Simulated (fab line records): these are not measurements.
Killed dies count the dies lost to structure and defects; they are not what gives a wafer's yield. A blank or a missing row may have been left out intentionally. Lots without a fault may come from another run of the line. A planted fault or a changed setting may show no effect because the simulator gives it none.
Code-filled problem report in 8D (eight disciplines) form || flow nand_harc || the parts of the form that need people (team, actions taken, sign-off) are left out

## 1. WHAT IS WRONG
NHARC_A_STAIRCASE_TRIM_224, oes_product_au: mean 1.189 a.u. over 1 wafer from 1 lot; wafers with no fault: 0.998 a.u., standard deviation 0.0072. Measured from the usual mean, that is +27 standard deviations.
The step: chemistry O2, time 211.2 s.
The first sign was on wafer L128.4 at day 22 02:54, on rie_diel-03. The record holds 36 wafers of 12 lots with a number at this step. The rule behind "out" and "out of limits": a value lying over 4 standard deviations away from the usual mean. The rest of the wafers with a number are treated as sound.

## 2. WHAT IT IS; WHAT IT IS NOT
{"question": "which readings at this step", "is": "oes_product_au", "is not": "drypump_motor_current_A, rf_vpp_V, showerhead_plenum_p_Torr, throttle_valve_pct"}
{"question": "which lots", "is": "L128", "is not": "L114, L115, L116, L117, L118, L119, L133, L134, L135, L136, L137"}
{"question": "which wafers of those lots", "is": "L128.4", "is not": "L128.1, L128.2"}
{"question": "read on which tools", "is": "rie_diel-03", "is not": "rie_diel-06"}
{"question": "when", "is": "from day 22 02:54", "is not": "up to then (20 sound wafers); but 15 sound wafers of L133, L134, L135, L136, L137 came after"}

## 3. THE SUSPECTS, EACH WITH WHAT RULES IT OUT
Counting: a tool at a process step up to the reading stays a suspect if it ran every lot that is out. Sound lots after the first of them don't rule it out here, since some wafers of a struck lot are sound.
- rie_diel-03 at NHARC_A_STAIRCASE_DESCUM_219 (chemistry O2, time 3 s): kept. It ran the lot that is out, L128 (day 22 02:21); its last sound lot up to then is L118 (day 17 23:14).
- rie_diel-03 at NHARC_A_STAIRCASE_TRIM_220 (chemistry O2, time 211.2 s): kept. It ran the lot that is out, L128 (day 22 02:26); its last sound lot up to then is L118 (day 17 23:20).
- rie_diel-03 at NHARC_A_STAIRCASE_TRIM_224 (chemistry O2, time 211.2 s): kept. It ran the lot that is out, L128 (day 22 02:54); its last sound lot up to then is L118 (day 18 00:32). Its own readings are out on those wafers: oes_product_au.
- Within rie_diel-03 at NHARC_A_STAIRCASE_DESCUM_219: the wafers that are out ran in chamber 0; their sound lot-mates ran in chambers 1, 2.
- Within rie_diel-03 at NHARC_A_STAIRCASE_TRIM_220: the wafers that are out ran in chamber 1; their sound lot-mates ran in chambers 2, 3.
- Within rie_diel-03 at NHARC_A_STAIRCASE_TRIM_224: the wafers that are out ran in chamber 0; their sound lot-mates ran in chambers 1, 2.
Still standing after the count: rie_diel-03 at NHARC_A_STAIRCASE_DESCUM_219, rie_diel-03 at NHARC_A_STAIRCASE_TRIM_220, rie_diel-03 at NHARC_A_STAIRCASE_TRIM_224.

## 4. THE CAUSE (what the simulator had put in)
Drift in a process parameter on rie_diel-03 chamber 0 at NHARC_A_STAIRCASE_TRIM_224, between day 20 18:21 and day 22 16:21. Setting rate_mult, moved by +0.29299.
After counting, 3 suspects remain, this tool included.

## 5. THE CHAIN OF EFFECTS, in route order
One row per reading whose mean, taken over the struck wafers that have a number, lies over 3 standard deviations from the usual. Scope: only readings with a usual standard deviation given in the record; hours: median across lots of the time from each lot's start at the first step in this table that gives one to its start at this step; sigmas: change in usual standard deviations.
{"hours": 0, "step": "NHARC_A_STAIRCASE_TRIM_224", "reading": "oes_product_au", "usual": "0.998 a.u.", "on struck wafers": 1.189, "change": "+0.191", "sigmas": "+27"}
It contains these process steps:
- NHARC_A_STAIRCASE_TRIM_224: chemistry O2, time 211.2 s.

## 6. HOW IT WOULD HAVE BEEN CAUGHT EARLIER
33 hours passed between the start of the fault at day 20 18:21 and the first reading out of limits in this record, taken at day 22 02:54.
